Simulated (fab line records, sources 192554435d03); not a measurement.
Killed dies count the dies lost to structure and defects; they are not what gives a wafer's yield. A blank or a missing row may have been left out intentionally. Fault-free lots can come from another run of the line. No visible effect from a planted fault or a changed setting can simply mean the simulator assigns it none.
Matching of chambers -- flow n5 finfet -- N5_MOL_CONTACT_COAG_ETCH_124 on rie diel-02: 4 sister chambers
The step etches SiNx in CH3F/O2, stops on SiOC, target depth 6.5 nm. 14 wafers are shown with their chamber, then 7 later ones without.

WAFERS WITH THEIR CHAMBER
wafer,chamber,drypump motor current A (A),oes product au (a.u.),throttle valve pct (%)
L079.1,0,5.9,0.57,16.68
L079.3,3,5.4,0.59,16.58
L079.5,1,5.8,0.73,16.44
L080.3,2,6.7,0.59,16.68
L080.4,0,5.9,0.57,16.71
L080.5,0,5.9,0.57,16.70
L081.2,1,5.8,0.73,16.44
L081.5,2,6.7,0.60,16.69
L081.6,1,5.8,0.73,16.44
L082.2,2,6.8,0.58,16.69
L082.3,3,5.4,0.59,16.58
L082.6,3,5.4,0.59,16.59
L083.1,1,5.8,0.71,16.44
L083.3,2,6.7,0.59,16.71

SIGNATURES (means of the wafers above)
reading,chamber 0,chamber 1,chamber 2,chamber 3,scatter within a chamber
drypump motor current A,5.900,5.800,6.725,5.400,0.0274
oes product au,0.5700,0.7250,0.5900,0.5900,0.00707
throttle valve pct,16.6967,16.4400,16.6925,16.5833,0.01
Rule: for a wafer and a chamber, the distance is found by dividing, reading by reading, the gap between the wafer's reading and the chamber's mean by the reading's scatter, squaring, summing and taking the root. If the next closest chamber is less than 2 further off than the closest, the wafer can't be placed; otherwise it belongs to the closest. How the scatter is found: for the shown wafers, subtract from each reading the mean of its chamber, square and add these, divide the total by (wafers less chambers), then take the root.

WAFERS MISSING THEIR CHAMBER
wafer,drypump motor current A (A),oes product au (a.u.),throttle valve pct (%)
L083.6,5.9,0.57,16.73
L090.1,5.8,0.70,16.48
L090.3,6.7,0.58,16.73
L090.4,6.8,0.58,16.73
L093.1,5.9,0.83,16.23
L093.3,5.8,0.70,16.50
L093.5,5.8,0.70,16.50

THE CHAMBER EACH PASSED THROUGH
wafer,from the rows above,in truth
L083.6,0,0
L090.1,1,1
L090.3,2,2
L090.4,2,2
L093.1,1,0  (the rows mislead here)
L093.3,1,1
L093.5,1,1
Placed correctly: 6 of 7. Left unplaced by these rows: 0. Number placed wrongly: 1.
